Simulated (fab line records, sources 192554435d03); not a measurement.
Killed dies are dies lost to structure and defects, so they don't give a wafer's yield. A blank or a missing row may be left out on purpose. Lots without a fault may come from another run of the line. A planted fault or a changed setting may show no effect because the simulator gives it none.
Split-lot experiment | flow n5_finfet | 7 lots, 21 wafers read, on a route of 1938 steps

THE SPLIT
At N5_FIN_SAQP_ETCH_65 (etches SiO2 in CF4, target depth 4 nm, time 4.4 s), the setting time_s was moved away from the recipe's 4.4 s on 9 of the 21 wafers read, by -10.2% to +19.8%. The other wafers ran this setting at the recipe's value.

The reading is taken at the split's own step.

THE READING
etch.depth_nm (the simulator's own value, which no gauge read), in nm, at N5_FIN_SAQP_ETCH_65 (etches SiO2 in CF4, target depth 4 nm, time 4.4 s). The file gives no usual value for it. The 12 wafers here that ran the recipe average 3.999 nm, standard deviation 0.089 nm.

wafer  | tool, chamber at the split | time_s as run, s | against the recipe | etch.depth_nm, nm | against lot-mates on the recipe
L075.3 | rie_si-03, 2               | 4.4              | recipe             | 4.079             | -
L075.4 | rie_si-03, 1               | 5.273            | +19.8%             | 4.61              | +0.531
L075.6 | rie_si-03, 1               | 5.273            | +19.8%             | 4.594             | +0.515
L078.3 | rie_si-01, 3               | 4.8              | +9.1%              | 4.597             | +0.690
L078.4 | rie_si-01, 1               | 4.4              | recipe             | 3.893             | -
L078.6 | rie_si-01, 2               | 4.4              | recipe             | 3.922             | -
L079.3 | rie_si-01, 2               | 5.017            | +14.0%             | 4.51              | no lot-mate on the recipe
L079.4 | rie_si-01, 1               | 5.017            | +14.0%             | 4.496             | no lot-mate on the recipe
L079.6 | rie_si-01, 1               | 5.017            | +14.0%             | 4.491             | no lot-mate on the recipe
L080.1 | rie_si-01, 2               | 4.4              | recipe             | 3.918             | -
L080.2 | rie_si-01, 3               | 4.4              | recipe             | 4.216             | -
L080.4 | rie_si-01, 0               | 4.4              | recipe             | 4.034             | -
L086.2 | rie_si-04, 1               | 4.4              | recipe             | 4.042             | -
L086.3 | rie_si-04, 3               | 4.4              | recipe             | 3.94              | -
L086.5 | rie_si-04, 3               | 4.4              | recipe             | 3.962             | -
L090.1 | rie_si-04, 3               | 4.4              | recipe             | 3.984             | -
L090.4 | rie_si-04, 0               | 3.997            | -9.2%              | 3.592             | -0.392
L090.6 | rie_si-04, 0               | 3.997            | -9.2%              | 3.598             | -0.386
L093.1 | rie_si-04, 2               | 3.95             | -10.2%             | 3.563             | -0.439
L093.2 | rie_si-04, 1               | 4.4              | recipe             | 4.075             | -
L093.6 | rie_si-04, 0               | 4.4              | recipe             | 3.929             | -

THE FIT
A straight line over all 21 wafers: etch.depth_nm changes by +0.0363 nm for each +1% of time_s; r = +0.95; the points scatter about the line by 0.1 nm.
The same after taking each lot's own level away (the mean of its wafers on the recipe; 18 wafers): +0.034 nm for each +1%; r = +0.91; scatter 0.13 nm.
On that fit, the largest move of time_s shifts the reading by 0.67 nm.
The lots' own levels span 3.9075 to 4.0790 nm, that is 1.9 times the standard deviation above.
So the lot-to-lot level changes the slope little: the two slopes agree.
Check: with one of the wafers moved furthest among these (+19.8%) left out of the fit, the line predicts +0.743 nm for it against its lot-mates. It came out at +0.531 nm against them.

OTHER SPLITS ON THESE WAFERS
These wafers also went through other splits before the reading. Each is held against what the fit with the lots' levels taken away leaves over:
other split on the same wafers        | wafers away from the commonest value | r with etch.depth_nm (lot level and that fit taken away)
N5_ZERO_LAYER_PECVD_02 time_s         | 4                                    | -0.22
N5_WELL_APT_COAT_02 spin_rpm          | 8                                    | +0.39
N5_FIN_SAQP_COAT_49 spin_rpm          | 9                                    | +0.16
N5_FIN_SAQP_PEB_14 peb_time_s         | 13                                   | +0.19
N5_FIN_SAQP_SPACER1_ALD_24 ald_cycles | 9                                    | +0.10

THE FILE'S OWN FIT
etch.depth_nm changes by +0.0372 nm for each +1% of time_s, r = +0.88.
